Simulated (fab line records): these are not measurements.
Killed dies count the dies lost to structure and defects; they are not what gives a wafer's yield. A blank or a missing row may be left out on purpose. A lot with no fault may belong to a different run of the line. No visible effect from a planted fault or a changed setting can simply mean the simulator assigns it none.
Chamber matching | flow nand harc | NHARC_A_CHANNEL_FILL_D1_ALD_16 on ald hk-04: 4 sister chambers
The step deposits SiO2, target thk 1.5 nm, pulse time 10 s, ald cycles 15. 4 wafers are shown with their chamber, then 11 later ones without.

== WAFERS WITH THEIR CHAMBER ==
wafer  | chamber | heater power w (W)
L087.4 | 0       | 506
L086.2 | 3       | 508
L088.5 | 1       | 385
L092.1 | 2       | 494

== WAFERS MISSING THEIR CHAMBER ==
wafer  | heater power w (W)
L092.3 | 516
L092.4 | 374
L094.1 | 391
L094.2 | 509
L094.3 | 524
L093.1 | 503
L093.2 | 517
L093.5 | 525
L095.2 | 525
L095.3 | 531
L095.6 | 514

== THE CHAMBER EACH PASSED THROUGH ==
wafer  | from the rows above          | in truth
L092.3 | can't be placed: 3 or 0 or 2 | 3
L092.4 | 1                            | 1
L094.1 | 1                            | 1
L094.2 | can't be placed: 3 or 0 or 2 | 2
L094.3 | can't be placed: 3 or 0 or 2 | 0
L093.1 | can't be placed: 0 or 3 or 2 | 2
L093.2 | can't be placed: 3 or 0 or 2 | 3
L093.5 | can't be placed: 3 or 0 or 2 | 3
L095.2 | can't be placed: 3 or 0 or 2 | 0
L095.3 | can't be placed: 3 or 0 or 2 | 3
L095.6 | can't be placed: 3 or 0 or 2 | 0
Placed correctly: 2 of 11. Not placeable from these rows: 9 (in 9, the candidates include the true chamber). Number placed wrongly: 0.
How it was worked out, from the rows above alone: a wafer's distance from a chamber is the root of the sum, over the readings, of the square of ((its reading less the chamber's mean) divided by the reading's scatter). The wafer belongs to the nearest chamber; if the next one is less than 2 further off, it can't be placed. The mean given for a chamber averages the wafers shown for that chamber. The scatter: root of mean squared gap, hidden wafer to nearest shown wafer, with one shown wafer a chamber.
